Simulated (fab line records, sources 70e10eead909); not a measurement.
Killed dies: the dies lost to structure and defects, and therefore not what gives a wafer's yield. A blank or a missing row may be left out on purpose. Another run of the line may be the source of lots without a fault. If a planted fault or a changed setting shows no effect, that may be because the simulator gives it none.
Which tool was responsible? ; flow nand-harc ; 18 wafers from 6 lots sampled at 5 of the route's 1302 steps

== WHAT THE GAUGES SHOWED, per wafer ==
NHARC_END_SORT_01.
lot;measured;on;killed-at-array
L427;day 28 10:50;prober-01;63 65
L433;day 30 22:38;prober-02;55 46 39

== EACH LOT AND THE TOOL THAT RAN IT (in order: tool; ch and the chambers of the sampled wafers; start) ==
lot;NHARC_A_CHANNEL_FILL_D2_ETCHBACK_19;NHARC_A_CHANNEL_FILL_D2_ETCHBACK_20;NHARC_A_CHANNEL_FILL_D2_STRIP_28;NHARC_A_CHANNEL_FILL_D2_ETCHBACK_08
L421;rie-si-05 ch 1,2, day 16 03:49;rie-diel-10 ch 2,3, day 16 03:56;rie-diel-10 ch 0,2, day 16 04:03;rie-diel-10 ch 0,1,2, day 16 21:26
L424;rie-si-05 ch 0,1,3, day 17 07:29;rie-diel-05 ch 0,1,3, day 17 07:38;rie-diel-05 ch 0,2, day 17 07:45;rie-diel-11 ch 0,3, day 18 00:41
L427;rie-si-05 ch 1,2,3, day 18 20:19;rie-diel-11 ch 0,1,3, day 18 20:27;rie-diel-11 ch 0,1,3, day 18 20:32;rie-diel-05 ch 0,2,3, day 19 15:14
L432;rie-si-02 ch 0,1,2, day 20 08:18;rie-diel-11 ch 0,2,3, day 20 08:26;rie-diel-11 ch 0,1,3, day 20 08:31;rie-diel-05 ch 0,2, day 21 05:44
L433;rie-si-02 ch 1,2,3, day 21 02:26;rie-diel-05 ch 0,1,2, day 21 02:34;rie-diel-05 ch 0,2,3, day 21 02:40;rie-diel-05 ch 1,2,3, day 21 21:31
L440;rie-si-05 ch 2,3, day 23 22:35;rie-diel-11 ch 1,3, day 23 22:43;rie-diel-11 ch 0,3, day 23 22:49;rie-diel-10 ch 1,3, day 24 16:11
- NHARC_A_CHANNEL_FILL_D2_ETCHBACK_19: etches the open film in HBr/Cl2, target depth 5 nm, time 1.7 s.
- NHARC_A_CHANNEL_FILL_D2_ETCHBACK_20: etches the open film in C4F8/O2/Ar, target depth 27 nm, time 13.5 s.
- NHARC_A_CHANNEL_FILL_D2_STRIP_28: strips in O2, time 20 s.
- NHARC_A_CHANNEL_FILL_D2_ETCHBACK_08: etches the open film in C4F8, target depth 220 nm, time 110 s.

== THE ANSWER, worked out from the rows above alone ==
Rule: the lots themselves supply what counts as usual. The widest of any qualifying gaps counts: lots, ordered by their means at a reading, are off when they make up no more than a third of the lots, leave a main group of 4 or more, and stand apart from it by 3 or more times the standard deviation of that group's means. If all means in a main group match to the digits the tables above print for the reading, that group is not used. Also off: a lot with no number at a reading for which 4 or more lots have one. Any other lot the step has rows for is counted as sound.
No lot is off on any of the readings shown, so nothing can be concluded from this.

== WHAT THE SIMULATOR HAD PUT IN ==
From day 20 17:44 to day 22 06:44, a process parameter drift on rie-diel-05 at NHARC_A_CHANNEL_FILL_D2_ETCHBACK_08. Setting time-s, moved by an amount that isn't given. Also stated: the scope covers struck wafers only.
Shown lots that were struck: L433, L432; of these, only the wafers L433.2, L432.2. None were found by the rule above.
